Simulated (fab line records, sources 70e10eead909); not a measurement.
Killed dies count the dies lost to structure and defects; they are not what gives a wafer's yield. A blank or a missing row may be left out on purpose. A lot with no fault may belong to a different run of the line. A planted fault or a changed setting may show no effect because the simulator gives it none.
fab line records	flow nand_harc
record lots=6	wafers=18	last_day=23
route steps=1159 shown A_CHANNEL_HOLE_D1@465 A_CHANNEL_FILL_D1@490 END@1159
lots that met no fault: from a run of the same line without faults
start_h: hours from the record's first day to the start of the lot's first wafer shown	wait_h: hours elapsed since this lot's preceding step	" identical to the entry in the row above	L1.1+2: several wafers, shown together as one row	- no value, or no start was given	* or withheld: withheld	< > ~ a bound
route shown NAME@n: a module of which the file shows steps, and the number in the route of the first	usual: average and standard deviation across the fault-free wafers	same: alike in all rows	chamber/n: place in a boat	sites: the reading at each site	_std_site: how widely they spread, as a standard deviation	_edge_site: outer sites' mean less inner sites'	radius_mm: how far each site lies from the wafer's centre	mask NAME#n: copy n	behind: the tool/chamber that last shaped the wafer	hold: why the lot was held/for how many hours/how that ended	device: transistor that didn't switch, given as n, p or np	end of line: tests run on the same wafers once the route is complete	where a step has no rows: the recipe by itself	killed: dies that structure and defects cost at the first sort, which is not the same as the wafer's yield	map: per-die view of a wafer (x killed, . not killed, _ where there is no die)
set.NAME: the run value of the setting; set.NAME@STEP: its run value at that earlier step	model.NAME: the simulator's own value behind a step, which no gauge read
lots at selected steps of the route; one table per step, one row per wafer
services: a tool's chamber out of use, with start hour (start_h, from the record's first day; less than 0 if before it), hours out, and reason
## steps
# step NHARC_A_CHANNEL_HOLE_D1_DESCUM_15
# recipe time_s=3	o2_flow_sccm=200	ar_flow_sccm=0	bias_power_w=0	chemistry=O2
# step NHARC_A_CHANNEL_HOLE_D1_ETCH_38
# recipe target_depth_a=390	over_etch_frac=0.3	time_s=65	ion_energy_ev=80	cf4_flow_sccm=150	ar_flow_sccm=0	rf_w=300	bias_w=100	chemistry=CF4
# usual drypump_motor_current_A=5.7/0.48	oes_product_au=1.001/0.0087	rf_vpp_V=151.5/1.2	showerhead_plenum_p_Torr=1.78/0.06	throttle_valve_pct=13.284/0.0087
lot.wafer	tool	chamber	start_h	wait_h	drypump_motor_current_A	oes_product_au	rf_hours_counter_h	rf_vpp_V	showerhead_plenum_p_Torr	throttle_valve_pct
L252.1	rie_diel-10	1	192.85	0.1	5.3	0.982	1	151.7	1.80	13.281
L252.3	"	2	"	"	5.1	0.992	0	150.5	1.75	13.268
L252.5	"	1	"	"	5.3	0.995	-	152.7	1.80	13.278
L254.4	rie_diel-10	0	197.72	0.1	5.6	0.989	2	151.9	1.75	13.292
L254.2	"	1	"	"	5.3	1.005	2	150.9	1.80	13.280
L254.6	"	3	"	"	6.8	0.999	-	151.4	1.71	13.282
L263.4	rie_diel-10	3	254.05	0.1	6.8	0.997	7	150.7	1.71	13.291
L263.5	"	1	"	"	5.3	1.000	-	151.2	1.80	13.290
L263.6	"	2	"	"	5.1	1.006	-	149.9	1.75	13.291
L264.4	rie_diel-11	2	262.60	0.1	5.6	0.978	3	150.3	1.78	13.283
L264.2	"	3	"	"	6.0	0.987	3	151.8	1.85	13.291
L264.5	"	2	"	"	5.6	0.990	-	151.6	1.78	13.294
L269.4	rie_diel-05	1	290.16	0.1	6.2	0.997	9	150.4	1.77	13.282
L269.5	"	0	"	"	5.7	1.005	-	150.7	1.74	13.284
L269.6	"	1	"	"	6.2	1.004	-	150.3	1.76	13.283
L267.1	rie_diel-10	0	290.34	0.1	5.7	0.998	9	150.0	1.75	13.272
L267.4	"	1	"	"	5.3	0.999	7	151.7	1.80	13.286
L267.2	"	2	"	"	5.1	0.996	8	150.5	1.75	13.280
# step NHARC_A_CHANNEL_HOLE_D1_ETCH_39
# recipe target_depth_a=2600	over_etch_frac=0.3	time_s=325	ion_energy_ev=200	n2_flow_sccm=150	h2_flow_sccm=150	ar_flow_sccm=0	rf_w=400	bias_w=150	chemistry=N2/H2
# step NHARC_A_CHANNEL_HOLE_D1_ETCH_34
# recipe target_depth_a=1540	time_s=77	cf4_flow_sccm=100	chf3_flow_sccm=30	ar_flow_sccm=0	rf_w=500	bias_w=200	chemistry=CF4/CHF3
# step NHARC_A_CHANNEL_HOLE_D1_ETCH_16
# recipe target_depth_a=31000	over_etch_frac=0.3	time_s=806	ion_energy_ev=150	o2_flow_sccm=400	cos_flow_sccm=20	ar_flow_sccm=0	rf_w=500	bias_w=300	chemistry=O2/COS
# usual drypump_motor_current_A=5.8/0.48	oes_product_au=1.001/0.0077	rf_vpp_V=314.5/1.8	showerhead_plenum_p_Torr=3.15/0.11	throttle_valve_pct=28.329/0.0096
lot.wafer	tool	chamber	start_h	wait_h	drypump_motor_current_A	oes_product_au	rf_hours_counter_h	rf_vpp_V	showerhead_plenum_p_Torr	throttle_valve_pct
L252.3	rie_diel-10	1	-	-	5.3	0.992	1	314.0	3.17	28.328
L252.1	"	2	"	"	5.1	0.991	1	313.7	3.09	28.335
L252.5	"	0	"	"	5.6	0.990	-	312.4	3.09	28.327
L254.4	rie_diel-10	0	-	-	5.6	1.001	2	315.1	3.09	28.341
L254.2	"	2	"	"	5.1	1.010	2	314.5	3.09	28.306
L254.6	"	3	"	"	6.8	1.010	-	312.7	3.02	28.335
L263.4	rie_diel-10	0	-	-	5.6	1.000	7	314.4	3.09	28.330
L263.6	"	3	"	"	6.8	1.005	-	311.7	3.01	28.332
L263.5	"	0	"	"	5.6	1.000	-	313.7	3.09	28.325
L264.4	rie_diel-11	3	-	-	6.0	0.996	3	315.0	3.26	28.335
L264.2	"	0	"	"	5.8	1.001	3	312.1	2.92	28.329
L264.5	"	2	"	"	5.7	0.992	-	315.1	3.14	28.326
L269.4	rie_diel-05	1	-	-	6.1	1.005	9	312.9	3.12	28.342
L269.6	"	2	"	"	5.2	1.000	-	315.4	3.31	28.334
L269.5	"	3	"	"	6.2	1.018	-	317.9	3.31	28.344
L267.4	rie_diel-10	0	-	-	5.6	1.010	9	313.7	3.09	28.338
L267.2	"	1	"	"	5.3	0.998	8	314.7	3.17	28.328
L267.1	"	3	"	"	6.8	1.000	9	313.1	3.01	28.332
# step NHARC_A_CHANNEL_HOLE_D1_CD_MEAS_18
# usual cd_nm=99.3/1.7
lot.wafer	tool	chamber	start_h	wait_h	cd_nm
L252.1	cd_sem-02	-	193.87	-	102.9
L252.3	"	-	"	"	100.2
L252.5	"	-	"	"	98.9
L254.2	cd_sem-03	-	198.74	-	100.0
L254.4	"	-	"	"	100.1
L254.6	"	-	"	"	100.5
L263.4	cd_sem-01	-	255.08	-	98.2
L263.5	"	-	"	"	97.1
L263.6	"	-	"	"	98.7
L264.2	cd_sem-02	-	263.62	-	97.7
L264.4	"	-	"	"	102.9
L264.5	"	-	"	"	100.1
L269.4	cd_sem-02	-	291.18	-	98.5
L269.5	"	-	"	"	96.3
L269.6	"	-	"	"	97.0
L267.1	cd_sem-02	-	291.39	-	98.0
L267.2	"	-	"	"	97.6
L267.4	"	-	"	"	99.6
# step NHARC_A_CHANNEL_HOLE_D1_ETCH_19
# recipe bias_v=1200	source_w=2500	pressure_mtorr=15	time_s=34.5	ar_flow_sccm=375	c4f8_flow_sccm=28.8	o2_flow_sccm=96.2	temp_c=-20	target_depth_a=*	chemistry=C4F8/O2/Ar
# step NHARC_A_CHANNEL_HOLE_D1_ETCH_20
# recipe bias_v=3000	source_w=withheld	pressure_mtorr=20	time_s=361.9	ar_flow_sccm=375	c4f8_flow_sccm=89.3	o2_flow_sccm=35.7	temp_c=-20	target_depth_a=16000	chemistry=C4F8/O2/Ar
# step NHARC_A_CHANNEL_HOLE_D1_ETCH_21
# recipe bias_v=3000	source_w=withheld	pressure_mtorr=20	time_s=514.3	ar_flow_sccm=375	c4f8_flow_sccm=89.3	o2_flow_sccm=35.7	temp_c=-20	target_depth_a=16000	chemistry=C4F8/O2/Ar
# step NHARC_A_CHANNEL_HOLE_D1_ETCH_22
# recipe bias_v=3000	source_w=withheld	pressure_mtorr=20	time_s=666.7	ar_flow_sccm=375	c4f8_flow_sccm=89.3	o2_flow_sccm=35.7	temp_c=-20	target_depth_a=16000	chemistry=C4F8/O2/Ar
# usual drypump_motor_current_A=6.2/0.4	esc_clamp_current_uA=0.0213/0.00049	he_backside_leak_sccm=6.1/0.54	showerhead_plenum_p_Torr=3.69/0.079	throttle_valve_pct=32.154/0.0096
lot.wafer	tool	chamber	start_h	wait_h	drypump_motor_current_A	esc_clamp_current_uA	he_backside_leak_sccm	rf_hours_counter_h	showerhead_plenum_p_Torr	throttle_valve_pct
L252.1	har_etch-01	0	194.81	0.4	6.4	0.0217	6.4	183	3.83	32.157
L252.3	"	0	"	"	6.3	0.0216	6.4	-	3.83	32.155
L252.5	"	1	"	"	6.6	0.0215	6.2	-	3.75	32.147
L254.2	har_etch-02	0	204.37	0.4	5.6	0.0217	6.1	116	3.62	32.168
L254.4	"	0	"	"	5.6	0.0217	5.8	-	3.62	32.162
L254.6	"	1	"	"	6.5	0.0206	5.0	-	3.64	32.157
L263.4	har_etch-02	0	258.22	0.4	5.6	0.0217	6.3	-	3.61	32.140
L263.6	"	1	"	"	6.4	0.0206	5.3	-	3.63	32.151
L263.5	"	0	"	"	5.6	0.0217	6.1	-	3.61	32.171
L264.2	har_etch-02	0	264.67	0.4	5.6	0.0217	6.4	144	3.61	32.172
L264.4	"	0	"	"	5.6	0.0217	6.4	-	3.61	32.143
L264.5	"	1	"	"	6.4	0.0206	5.2	-	3.63	32.165
L267.1	har_etch-02	1	292.33	0.4	6.4	0.0206	5.5	152	3.62	32.149
L267.2	"	0	"	"	5.6	0.0217	6.2	152	3.60	32.154
L267.4	"	1	"	"	6.4	0.0206	5.3	-	3.62	32.171
L269.4	har_etch-01	0	292.40	0.4	6.4	0.0217	7.0	-	3.81	32.140
L269.5	"	1	"	"	6.6	0.0215	6.5	-	3.73	32.150
L269.6	"	0	"	"	6.4	0.0217	6.7	-	3.81	32.157
# step NHARC_A_CHANNEL_HOLE_D1_ETCH_23
# recipe bias_v=5000	source_w=withheld	pressure_mtorr=20	time_s=819	ar_flow_sccm=375	c4f8_flow_sccm=89.3	o2_flow_sccm=35.7	temp_c=-20	target_depth_a=16000	chemistry=C4F8/O2/Ar
# usual drypump_motor_current_A=6.2/0.39	esc_clamp_current_uA=0.0213/0.00049	he_backside_leak_sccm=6.1/0.52	showerhead_plenum_p_Torr=3.69/0.079	throttle_valve_pct=32.154/0.0085
lot.wafer	tool	chamber	start_h	wait_h	drypump_motor_current_A	esc_clamp_current_uA	he_backside_leak_sccm	rf_hours_counter_h	showerhead_plenum_p_Torr	throttle_valve_pct
L252.1	har_etch-01	0	195.37	0.5	6.4	0.0216	6.2	184	3.83	32.154
L252.3	"	0	"	"	6.4	0.0216	6.2	-	3.83	32.142
L252.5	"	1	"	"	6.6	0.0215	6.2	-	3.75	32.175
L254.2	har_etch-02	0	204.97	0.5	5.6	0.0217	6.2	116	3.62	32.160
L254.4	"	0	"	"	5.6	0.0217	6.3	-	3.62	32.152
L254.6	"	1	"	"	6.4	0.0206	5.2	-	3.64	32.164
L263.4	har_etch-02	0	258.85	0.5	5.6	0.0217	6.2	-	3.61	32.163
L263.6	"	1	"	"	6.4	0.0206	5.2	-	3.63	32.163
L263.5	"	0	"	"	5.6	0.0217	6.2	-	3.61	32.143
L264.2	har_etch-02	0	265.25	0.5	5.6	0.0217	6.3	144	3.61	32.153
L264.4	"	0	"	"	5.6	0.0218	6.1	-	3.61	32.146
L264.5	"	1	"	"	6.4	0.0205	5.3	-	3.63	32.156
L267.1	har_etch-02	1	292.90	0.5	6.4	0.0206	5.4	153	3.62	32.157
L267.2	"	0	"	"	5.6	0.0217	6.2	153	3.60	32.152
L267.4	"	1	"	"	6.4	0.0206	5.5	-	3.62	32.173
L269.4	har_etch-01	0	293.04	0.5	6.4	0.0216	6.6	-	3.81	32.155
L269.5	"	1	"	"	6.6	0.0215	6.5	-	3.73	32.152
L269.6	"	0	"	"	6.4	0.0216	6.4	-	3.81	32.156
# step NHARC_A_CHANNEL_HOLE_D1_ETCH_24
# recipe bias_v=5000	source_w=withheld	pressure_mtorr=20	time_s=906.2	ar_flow_sccm=375	c4f8_flow_sccm=93.8	o2_flow_sccm=31.2	temp_c=-20	target_depth_a=15000	chemistry=C4F8/O2/Ar
# step NHARC_A_CHANNEL_HOLE_D1_ETCH_25
# recipe bias_v=5000	source_w=withheld	pressure_mtorr=20	time_s=1040.2	ar_flow_sccm=375	c4f8_flow_sccm=93.8	o2_flow_sccm=31.2	temp_c=-20	target_depth_a=15000	chemistry=C4F8/O2/Ar
# usual drypump_motor_current_A=6.2/0.39	esc_clamp_current_uA=0.0213/0.00048	he_backside_leak_sccm=6.1/0.73	showerhead_plenum_p_Torr=3.68/0.079	throttle_valve_pct=32.234/0.0079
lot.wafer	tool	chamber	start_h	wait_h	drypump_motor_current_A	esc_clamp_current_uA	he_backside_leak_sccm	rf_hours_counter_h	showerhead_plenum_p_Torr	throttle_valve_pct
L252.1	har_etch-01	0	196.82	0.6	6.4	0.0216	6.6	185	3.82	32.228
L252.3	"	0	"	"	6.4	0.0216	6.5	-	3.82	32.243
L252.5	"	1	"	"	6.6	0.0215	6.5	-	3.74	32.234
L254.2	har_etch-02	0	206.46	0.7	5.6	0.0216	5.9	118	3.62	32.243
L254.4	"	0	"	"	5.6	0.0217	6.2	-	3.62	32.233
L254.6	"	1	"	"	6.4	0.0205	5.4	-	3.64	32.237
L263.4	har_etch-02	0	260.41	0.7	5.6	0.0217	6.3	-	3.61	32.229
L263.6	"	1	"	"	6.3	0.0205	5.3	-	3.63	32.242
L263.5	"	0	"	"	5.6	0.0217	6.4	-	3.61	32.227
L264.2	har_etch-02	0	266.75	0.7	5.6	0.0217	6.6	146	3.60	32.245
L264.4	"	0	"	"	5.6	0.0217	6.3	-	3.60	32.241
L264.5	"	1	"	"	6.4	0.0206	5.3	-	3.62	32.232
L267.1	har_etch-02	1	294.36	0.6	6.4	0.0206	5.1	154	3.62	32.240
L267.2	"	0	"	"	5.6	0.0217	6.6	154	3.60	32.245
L267.4	"	1	"	"	6.4	0.0206	5.4	-	3.62	32.236
L269.4	har_etch-01	0	294.58	0.7	6.4	0.0217	6.6	-	3.80	32.224
L269.5	"	1	"	"	6.6	0.0216	6.5	-	3.72	32.246
L269.6	"	0	"	"	6.4	0.0216	6.5	-	3.80	32.232
# step NHARC_A_CHANNEL_HOLE_D1_ETCH_26
# recipe bias_v=300	source_w=2000	pressure_mtorr=30	time_s=224.1	ar_flow_sccm=375	c4f8_flow_sccm=11.4	o2_flow_sccm=113.6	temp_c=-20	target_depth_a=3000	chemistry=C4F8/O2/Ar
# step NHARC_A_CHANNEL_HOLE_D1_ETCH_33
# recipe bias_v=400	source_w=2000	pressure_mtorr=25	time_s=90	ar_flow_sccm=375	c4f8_flow_sccm=41.7	o2_flow_sccm=83.3	temp_c=-20	target_depth_a=4000	chemistry=C4F8/O2/Ar
# step NHARC_A_CHANNEL_HOLE_D1_STRIP_41
# recipe n2_flow_sccm=150	h2_flow_sccm=150	ar_flow_sccm=0	bias_w=0	chemistry=N2/H2
# step NHARC_A_CHANNEL_HOLE_D1_STRIP_42
# recipe cf4_flow_sccm=100	chf3_flow_sccm=30	ar_flow_sccm=0	bias_w=0	chemistry=CF4/CHF3
# step NHARC_A_CHANNEL_HOLE_D1_STRIP_43
# recipe o2_flow_sccm=400	cos_flow_sccm=20	ar_flow_sccm=0	bias_w=0	chemistry=O2/COS
# step NHARC_A_CHANNEL_HOLE_D1_ETCH_44
# recipe target_depth_a=1400	overetch_a=140	time_s=77	ion_energy_ev=100	cf4_flow_sccm=80	o2_flow_sccm=20	ar_flow_sccm=0	rf_w=300	bias_w=100	chemistry=CF4/O2
# step NHARC_A_CHANNEL_HOLE_D1_STRIP_27
# recipe o2_flow_sccm=500	ar_flow_sccm=0	bias_w=0	chemistry=O2
# usual drypump_motor_current_A=5.8/0.5	oes_product_au=1.000/0.0079	rf_vpp_V=57.8/0.86	showerhead_plenum_p_Torr=3.53/0.12	throttle_valve_pct=17.037/0.0092
lot.wafer	tool	chamber	start_h	wait_h	drypump_motor_current_A	oes_product_au	rf_hours_counter_h	rf_vpp_V	showerhead_plenum_p_Torr	throttle_valve_pct
L252.3	rie_diel-05	3	-	-	6.1	1.001	3	57.9	3.75	17.035
L252.1	"	0	"	"	5.7	1.016	2	56.7	3.47	17.042
L252.5	"	0	"	"	5.7	1.002	-	58.1	3.47	17.042
L254.4	rie_diel-10	3	-	-	6.8	1.008	3	57.9	3.41	17.035
L254.2	"	0	"	"	5.6	0.996	3	57.6	3.49	17.036
L254.6	"	0	"	"	5.7	1.006	-	59.3	3.49	17.056
L263.4	rie_diel-05	0	-	-	5.7	1.013	8	58.3	3.47	17.045
L263.5	"	2	"	"	5.2	1.003	-	58.1	3.74	17.028
L263.6	"	3	"	"	6.1	1.012	-	58.1	3.74	17.044
L264.2	rie_diel-11	0	268.67	0.1	5.9	0.989	3	57.2	3.31	17.028
L264.4	"	0	"	"	5.9	0.996	-	56.8	3.31	17.030
L264.5	"	2	"	"	5.6	0.976	-	57.7	3.55	17.033
L269.4	rie_diel-10	1	-	-	5.3	0.995	9	57.8	3.58	17.032
L269.6	"	0	"	"	5.6	1.000	-	58.2	3.49	17.020
L269.5	"	1	"	"	5.3	0.998	-	56.7	3.58	17.021
L267.4	rie_diel-05	3	-	-	6.2	1.000	11	57.2	3.74	17.038
L267.2	"	1	"	"	6.2	1.005	10	56.9	3.52	17.031
L267.1	"	2	"	"	5.2	1.002	11	57.8	3.74	17.032
# step NHARC_A_CHANNEL_HOLE_D1_PRECLEAN_28
# recipe time_s=*	temp_c=50	bath_age_min=0	chemistry=SC1
# step NHARC_A_CHANNEL_HOLE_D1_SRD_29
# step NHARC_A_CHANNEL_HOLE_D1_CD_MEAS_30
# usual cd_nm=89.8/0.98
lot.wafer	tool	chamber	start_h	wait_h	cd_nm
L252.1	cd_sem-01	-	199.46	-	90.1
L252.3	"	-	"	"	88.7
L252.5	"	-	"	"	90.1
L254.2	cd_sem-01	-	208.95	-	90.4
L254.4	"	-	"	"	90.8
L254.6	"	-	"	"	90.5
L263.4	cd_sem-03	-	262.60	-	90.5
L263.5	"	-	"	"	89.9
L263.6	"	-	"	"	90.0
L264.2	cd_sem-03	-	269.71	-	89.8
L264.4	"	-	"	"	89.8
L264.5	"	-	"	"	90.9
L269.4	cd_sem-02	-	296.77	-	88.3
L269.5	"	-	"	"	88.1
L269.6	"	-	"	"	88.2
L267.1	cd_sem-02	-	296.98	-	88.6
L267.2	"	-	"	"	89.1
L267.4	"	-	"	"	90.2
# step NHARC_A_CHANNEL_HOLE_D1_XSEM_31
# recipe landing_energy_ev=35000
# step NHARC_A_CHANNEL_HOLE_D1_INSPECT_40
# usual raw_defect_count=56/15
lot.wafer	tool	chamber	start_h	wait_h	raw_defect_count
L252.1	defect_inspect-01	-	199.66	-	54
L252.3	"	-	"	"	76
L252.5	"	-	"	"	67
L254.2	defect_inspect-02	-	209.13	-	44
L254.4	"	-	"	"	79
L254.6	"	-	"	"	56
L263.4	defect_inspect-01	-	262.79	-	47
L263.5	"	-	"	"	48
L263.6	"	-	"	"	57
L264.2	defect_inspect-01	-	269.91	-	1136
L264.4	"	-	"	"	1173
L264.5	"	-	"	"	70
L269.4	defect_inspect-02	-	296.95	-	83
L269.5	"	-	"	"	72
L269.6	"	-	"	"	66
L267.1	defect_inspect-01	-	297.16	-	48
L267.2	"	-	"	"	1151
L267.4	"	-	"	"	64
# step NHARC_A_CHANNEL_FILL_D1_PRECLEAN_00
# recipe time_s=*	temp_c=50	bath_age_min=0	chemistry=SC1
# step NHARC_END_SORT_01
# recipe temp_c=25
# usual killed_at_array=28/10	killed_at_other=0.6/0.85	killed_at_periphery=3.3/2.3	killed_dies=32/11	killed_open=3.3/1.5	killed_short=2.1/1.4
# same gross_dies=677
lot.wafer	tool	chamber	start_h	wait_h	killed_at_array	killed_at_other	killed_at_periphery	killed_dies	killed_open	killed_short
L254.2	prober-01	0	476.76	2.8	23	1	3	27	2	3
L254.4	prober-01	0	478.35	3.4	28	0	2	30	4	3
L254.6	prober-01	0	479.94	4.0	30	0	2	32	3	5
L264.2	prober-02	0	536.85	2.8	111	0	1	112	1	0
L264.4	prober-02	0	538.43	3.4	108	1	1	110	2	1
L264.5	prober-02	0	539.22	3.7	29	0	0	29	4	3
L269.5	prober-01	0	539.19	3.7	38	1	2	41	4	2
L267.1	prober-01	0	553.19	2.5	53	0	5	58	6	6
L267.2	prober-01	0	554.00	2.8	123	1	2	126	3	2
L267.4	prober-01	0	555.62	3.4	44	0	2	46	3	3
# killed by level:class
L254.2 A_SLIT:chamber_film_flake=11 A_CHANNEL_HOLE_D1:chamber_film_flake=5 A_CONTACT:chamber_film_flake=2 P_GATE:geometric_particle:short=1 A_SOURCE_PLATE:geometric_particle:short=1 A_SGD_CUT:geometric_particle:open=1 A_WL_FILL:geometric_particle:short=1 STARTING-WAFER:geometric_particle:open=1
L254.4 A_SLIT:chamber_film_flake=10 A_CHANNEL_HOLE_D1:chamber_film_flake=4 A_WL_FILL:geometric_particle:short=3 A_STAIRCASE:chamber_film_flake=3 A_CONTACT:chamber_film_flake=3 P_M0:chamber_film_flake=2 A_ONON_D1:geometric_particle:open=1 A_WL_FILL:geometric_particle:open=1
L254.6 A_SLIT:chamber_film_flake=17 A_WL_FILL:geometric_particle:short=2 A_CHANNEL_HOLE_D1:chamber_film_flake=2 A_CONTACT:chamber_film_flake=2 P_M1:geometric_particle:open=1 A_SOURCE_PLATE:geometric_particle:short=1 A_CHANNEL_FILL_D1:geometric_particle:open=1 A_CHANNEL_FILL_D1:geometric_particle:short=1
L264.2 A_CHANNEL_HOLE_D1:unspecified=89 A_SLIT:chamber_film_flake=16 A_BONDPAD:chamber_film_flake=3 A_WL_FILL:geometric_particle:open=1 P_M1:chamber_film_flake=1 A_ZERO_WELL:chamber_film_flake=1 A_STAIRCASE:chamber_film_flake=1
L264.4 A_CHANNEL_HOLE_D1:unspecified=93 A_BONDPAD:chamber_film_flake=4 A_WL_FILL:chamber_film_flake=3 A_CONTACT:chamber_film_flake=2 P_M0:geometric_particle:open=1 A_ONON_D1:geometric_particle:open=1 A_CONTACT:geometric_particle:short=1 A_CHANNEL_HOLE_D1:chamber_film_flake=1
L269.5 A_CHANNEL_HOLE_D1:chamber_film_flake=25 A_CONTACT:chamber_film_flake=5 A_CHANNEL_FILL_D1:geometric_particle:open=2 A_CONTACT:geometric_particle:open=2 A_ONON_D1:geometric_particle:short=1 A_CHANNEL_HOLE_D1:geometric_particle:short=1 P_GATE:chamber_film_flake=1 P_M0:chamber_film_flake=1
L264.5 A_SLIT:chamber_film_flake=14 A_CHANNEL_HOLE_D1:chamber_film_flake=3 A_SOURCE_PLATE:geometric_particle:short=2 A_CHANNEL_FILL_D1:geometric_particle:open=2 A_CONTACT:chamber_film_flake=2 A_ONON_D1:geometric_particle:open=1 A_BLC:geometric_particle:short=1 A_M0:geometric_particle:open=1
L267.1 A_SLIT:chamber_film_flake=20 A_CHANNEL_HOLE_D1:chamber_film_flake=8 A_ZERO_WELL:chamber_film_flake=6 A_CONTACT:chamber_film_flake=6 A_CHANNEL_FILL_D1:geometric_particle:short=3 A_WL_FILL:geometric_particle:open=2 A_STAIRCASE:chamber_film_flake=2 A_BONDPAD:chamber_film_flake=2
L267.2 A_CHANNEL_HOLE_D1:unspecified=92 A_SLIT:chamber_film_flake=19 A_ZERO_WELL:chamber_film_flake=4 A_CONTACT:chamber_film_flake=3 P_CONTACT:geometric_particle:open=1 A_CHANNEL_FILL_D1:geometric_particle:short=1 A_WL_FILL:geometric_particle:short=1 A_WL_FILL:geometric_particle:open=1
L267.4 A_SLIT:chamber_film_flake=19 A_CONTACT:chamber_film_flake=8 A_ZERO_WELL:chamber_film_flake=4 A_WL_FILL:geometric_particle:short=3 A_CHANNEL_HOLE_D1:chamber_film_flake=3 A_WL_FILL:chamber_film_flake=3 P_CONTACT:geometric_particle:open=1 A_CONTACT:geometric_particle:open=1
# map L264.2 (x killed, . not)
____________x____________
_________...xxxx_________
_______...x.xxxxxx_______
______.....xxxxxxxx______
_____.....xxxxxxxxx._____
____......xxxxxxxxxx.____
____........xxxxxxxx.____
___........xxxxxxxx.x.___
___........xxxxxxxxx..___
__...x.....xxxxxxxx....__
__..........xxxxxxx....__
_...........xxxxxx......_
_..........x..x..x.x...._
_............x.........._
_.........xxxx.........._
_......x..x............._
.........................
........x..x...x.........
...........x.............
........xx.xx.....x......
..........x.x............
_.........x............._
_......................._
_......................._
_......................._
_......................._
__..................x..__
__.....................__
___.....x.............___
___...................___
____.................____
____.................____
_____..............._____
______.............______
_______..........._______
_________......._________
____________.____________
# map L267.2 (x killed, . not)
____________x____________
_________...xxxx_________
_______.....xxxxxx_______
______...x.xxxxxxxx______
_____.....xxxxxxxxxx_____
____...x..xxxxxxxxxx.____
____.......xxxxxxxx.x____
___.......xxxxxxxxxx..___
___........xxxxxxxxx..___
__.........xxxxxxxx....__
__..........xxxxxx....x__
_...........xxxxxxx....._
_...........xx.xx..x...._
_..............x........_
_...........x.x..x......_
_.........xx............_
.......x..x..x...........
...........xx............
.......x.xx...x..........
........x..xx............
..........xxx............
_.........x..x.........._
_.........x...x........._
_..x........x..........._
_...........x..........._
_......................._
__....x................__
__.....................__
___...................___
___...................___
____.................____
____................x____
_____..............._____
______.............______
_______..........._______
_________......._________
____________.____________
## services
tool	chamber	start_h	hours	kind
rie_diel-10	-	176.50	9.0	pm
rie_diel-10	0	176.50	9.0	vent_cycle
rie_diel-10	1	176.50	9.0	vent_cycle
rie_diel-10	2	176.50	9.0	vent_cycle
rie_diel-10	3	176.50	9.0	vent_cycle
rie_diel-10	0	185.50	-	clean
rie_diel-10	1	185.50	-	clean
rie_diel-10	2	185.50	-	clean
rie_diel-10	3	185.50	-	clean
rie_diel-11	-	189.50	9.0	pm
rie_diel-10	0	210.00	-	clean
rie_diel-10	1	210.00	-	clean
rie_diel-10	2	210.00	-	clean
rie_diel-10	3	210.00	-	clean
rie_diel-11	1	213.78	7.6	repair
rie_diel-11	3	225.72	1.7	repair
rie_diel-10	1	232.25	12.3	repair
rie_diel-10	0	234.50	-	clean
rie_diel-10	2	234.50	-	clean
rie_diel-10	3	234.50	-	clean
rie_diel-10	0	259.05	-	clean
rie_diel-10	1	259.05	-	clean
rie_diel-11	1	266.65	8.6	repair
rie_diel-11	3	268.11	8.9	repair
## key
first_sign step=NHARC_A_CHANNEL_HOLE_D1_INSPECT_40	reading=raw_defect_count	direction=up	sigmas=73	usual=56	struck=1153
effect step=NHARC_END_SORT_01	reading=killed_at_array	direction=up	sigmas=8.4	usual=28	struck=114
more_kills_born_at NHARC_A_CHANNEL_HOLE_D1_ETCH_25@har_etch-02=247
met_at NHARC_A_CHANNEL_HOLE_D1_ETCH_25
struck_wafers L264.2,L264.4,L267.2
tester_left_out L264,L267
onset_between 260.41 266.75
fault kind=chamber_particle_source	tool=har_etch-02	chamber=0	onset_h=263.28	steps=NHARC_A_CHANNEL_HOLE_D1_ETCH_25	rate_per_visit_cm2=1.6539	end_h=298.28
# tester_left_out: of these lots the tester's yield and bins aren't shown, on N5 and GAA mostly nor the transistor test; their killed dies are dies lost to structure and defects alone, not to doping, threshold or leakage, so they don't give the yield
